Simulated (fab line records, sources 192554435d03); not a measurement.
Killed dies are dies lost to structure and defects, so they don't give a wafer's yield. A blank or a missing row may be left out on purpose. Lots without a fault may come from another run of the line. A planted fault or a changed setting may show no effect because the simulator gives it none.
Problem report in the 8D (eight disciplines) form, filled by code | flow n5_finfet | the parts of the form that need people (team, actions taken, sign-off) are left out

1. THE PROBLEM
head_pressure_psi at N5_BEOL_M15_CMP_49 reads a mean of 2.322 psi on 6 wafers of 2 lots; wafers without a fault read 2.000 psi with a standard deviation of 0.0041. That is +78 standard deviations from the usual mean.
The step: polishes, stops on SiO2, t overpolish 4.9 s, target thk 850 nm.
First seen on wafer L326.1, day 13 02:58, on cmp-02. The record holds 30 wafers of 10 lots with a number at this step. Rule for "out", or "out of limits": more than 4 standard deviations from the usual mean. The other wafers with a number count as sound.

2. WHAT IT IS AND WHAT IT IS NOT
question                    | is                                          | is not
which readings at this step | head_pressure_psi, barrier_field_endpoint_s | clearing_platen_down_force_psi, edge_zone_pressure_frac, motor_current_A
which lots                  | L326, L331                                  | L322, L323, L325, L338, L340, L341, L342, L344
which wafers of those lots  | all that have a number                      | -
read on which tools         | cmp-02                                      | cmp-04
when                        | from day 13 02:58                           | up to then (9 sound wafers); but 15 sound wafers of L338, L340, L341, L342, L344 came after

3. SUSPECTS, AND WHAT RULES EACH OUT
Counting: a tool at a process step up to the reading stays a suspect if it ran every lot that is out and no sound lot after the first of them.
- rie_diel-02 at N5_BEOL_M15_ETCH_57 (etches SOC in N2/H2, time 750 s): ruled out as a lasting fault. Sound lots L338, L341 ran on it after its first lot that is out, L326 (day 12 23:23).
- rie_diel-02 at N5_BEOL_M15_STRIP_36 (strips in O2): ruled out as a lasting fault. Sound lots L341, L344 ran on it after its first lot that is out, L326 (day 13 01:24).
- cmp-02 at N5_BEOL_M15_CMP_49 (polishes, stops on SiO2, t overpolish 4.9 s, target thk 850 nm): ruled out as a lasting fault. Sound lots L344 ran on it after its first lot that is out, L326 (day 13 02:58).
Left after counting: nothing in the record.

4. THE CAUSE (what the simulator had put in)
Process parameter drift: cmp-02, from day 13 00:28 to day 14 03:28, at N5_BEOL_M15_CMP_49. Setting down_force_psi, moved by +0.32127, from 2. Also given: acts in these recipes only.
Counting ruled it out, wrongly.

5. THE CHAIN OF EFFECTS, in route order
Each row: a reading whose mean over the struck wafers that have a number lies more than 3 standard deviations from the usual. Only readings for which the record gives a usual standard deviation are gone through. hours: the time from each lot's start at the first step in this table that gives one to its start at this step, as a median over the lots. sigmas: the change in usual standard deviations.
hours | step               | reading                  | usual     | on struck wafers | change | sigmas
0     | N5_BEOL_M15_CMP_49 | barrier_field_endpoint_s | 11.35 s   | 9.69             | -1.66  | -5.5
0     | N5_BEOL_M15_CMP_49 | head_pressure_psi        | 2.000 psi | 2.322            | +0.322 | +78
The process steps in it:
- N5_BEOL_M15_CMP_49: polishes, stops on SiO2, t overpolish 4.9 s, target thk 850 nm.

6. WHAT WOULD HAVE CAUGHT IT SOONER
In this record the first reading out of limits was taken at day 13 02:58, 2 hours after the fault began at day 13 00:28.
